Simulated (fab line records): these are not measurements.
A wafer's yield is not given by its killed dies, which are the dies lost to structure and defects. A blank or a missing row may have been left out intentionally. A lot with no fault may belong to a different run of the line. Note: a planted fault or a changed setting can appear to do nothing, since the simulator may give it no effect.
Split-lot experiment    flow n5Finfet    7 lots, 39 wafers read, on a route of 1938 steps

ABOUT THE SPLIT
At N5_BEOL_M8_ETCH_66 (etches SOC in N2/H2, target depth 80 nm, overetch 16 nm, time 120 s), the setting targetDepthA was moved away from the recipe's 800 angstrom on 15 of the 39 wafers read, by -46.1% to +48.9%. All remaining wafers had this setting at the recipe value.

The reading comes from the split's own step.

THE READING
BEOL_M8.cdNm (the simulator's own value, which no gauge read), in nm, at N5_BEOL_M8_ETCH_66 (etches SOC in N2/H2, target depth 80 nm, overetch 16 nm, time 120 s). No usual value for it is given in the file. Average 40.0 nm, standard deviation 0.19 nm, over the 24 wafers here run with the recipe.

wafer   tool, chamber at the split  targetDepthA as run, angstrom  against the recipe  BEOL_M8.cdNm, nm  against lot-mates on the recipe
L074.1  rieDiel-05, 3               1158                           +44.8%              41                +1.0
L074.2  rieDiel-05, 0,2             800                            recipe              40                -
L074.4  rieDiel-05, 0,2             800                            recipe              40                -
L074.3  rieDiel-05, 1               1158                           +44.8%              40.8              +0.8
L074.5  rieDiel-05, 1               1158                           +44.8%              41.2              +1.2
L074.6  rieDiel-05, 2               800                            recipe              40                -
L075.1  rieDiel-05, 1               800                            recipe              40.2              -
L075.2  rieDiel-05, 2,1             946.6                          +18.3%              40.4              +0.3
L075.5  rieDiel-05, 2,1             946.6                          +18.3%              40.4              +0.3
L075.3  rieDiel-05, 0,2             800                            recipe              40                -
L075.6  rieDiel-05, 0,2             800                            recipe              40                -
L075.4  rieDiel-05, 0               946.6                          +18.3%              40.6              +0.5
L076.1  rieDiel-02, 3               966.8                          +20.8%              40.2              +0.3
L076.2  rieDiel-02, 0               966.8                          +20.8%              40.4              +0.5
L076.3  rieDiel-02, 2               800                            recipe              40.2              -
L076.4  rieDiel-02, 1               800                            recipe              39.8              -
L076.5  rieDiel-02, 3               800                            recipe              39.6              -
L076.6  rieDiel-02, 0               966.8                          +20.8%              40.6              +0.7
L079.1  rieDiel-04, 0,3             1191                           +48.9%              41                +1.1
L079.6  rieDiel-04, 0,3             1191                           +48.9%              41                +1.1
L079.2  rieDiel-04, 3               800                            recipe              40                -
L079.3  rieDiel-04, 2               800                            recipe              39.8              -
L079.5  rieDiel-04, 2               800                            recipe              39.8              -
L079.4  rieDiel-04, 1               1191                           +48.9%              40.8              +0.9
L086.1  rieDiel-05, 0,3             800                            recipe              40                -
L086.2  rieDiel-05, 0,3             800                            recipe              40                -
L086.3  rieDiel-05, 2               431.4                          -46.1%              39                -0.9
L086.4  rieDiel-05, 1               800                            recipe              39.8              -
L086.5  rieDiel-05, 3,0             431.4                          -46.1%              39.2              -0.7
L086.6  rieDiel-05, 3,0             431.4                          -46.1%              39.2              -0.7
L092.1  rieDiel-05, 1               800                            recipe              40                -
L092.5  rieDiel-05, 1               800                            recipe              40                -
L092.6  rieDiel-05, 2               800                            recipe              40.2              -
L097.1  rieDiel-05, 1,3             800                            recipe              40                -
L097.4  rieDiel-05, 1,3             800                            recipe              40                -
L097.2  rieDiel-05, 0,3             800                            recipe              40.4              -
L097.6  rieDiel-05, 0,3             800                            recipe              40.4              -
L097.3  rieDiel-05, 2,0             800                            recipe              40.2              -
L097.5  rieDiel-05, 2,0             800                            recipe              40.2              -
Rows listing several chambers each stand for several wafers; the file does not say which wafer went through which chamber.

THE FIT
A straight line over all 39 wafers: BEOL_M8.cdNm changes by +0.0198 nm for each +1% of targetDepthA; r = +0.94; the points scatter about the line by 0.17 nm.
The same after taking each lot's own level away (the mean of its wafers on the recipe; 39 wafers): +0.0205 nm for each +1%; r = +0.96; scatter 0.15 nm.
On that fit, the largest move of targetDepthA shifts the reading by 1 nm.
The lots' own levels span 39.87 to 40.20 nm, that is 1.8 times the standard deviation above.
So the lot-to-lot level changes the slope little: the two slopes agree.
Check: for one of the wafers moved furthest among these (+48.9%), held out of the fit, the line's prediction against its lot-mates is +1.02 nm. Against them it came out at +1.13 nm.

THE OTHER SPLITS THESE WAFERS WENT THROUGH
Note: prior to the reading, these wafers also went through further splits. Each is held against what the fit with the lots' levels taken away leaves over:
other split on the same wafers    wafers away from the commonest value  r with BEOL_M8.cdNm (lot level and that fit taken away)
N5_BEOL_M7_ILD_DEP_00 targetThkA  18                                    -0.13

THE WHOLE CHAIN: every reading that the file lists as answering this split, in the file's order
step                what it does                                                         reading                                                                          change (the file's fit)                 r (the file's)
N5_BEOL_M8_ETCH_66  etches SOC in N2/H2, target depth 80 nm, overetch 16 nm, time 120 s  SiARC_of_BEOL_M8_COAT_64.thkNm (the simulator's own value, which no gauge read)  -0.0461 nm for each +1% of the setting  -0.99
N5_BEOL_M8_ETCH_66  etches SOC in N2/H2, target depth 80 nm, overetch 16 nm, time 120 s  BEOL_M8.cdNm (the simulator's own value, which no gauge read)                    +0.0209 nm for each +1% of the setting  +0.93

FILE'S OWN FIT
BEOL_M8.cdNm changes by +0.0209 nm for each +1% of targetDepthA, r = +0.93.
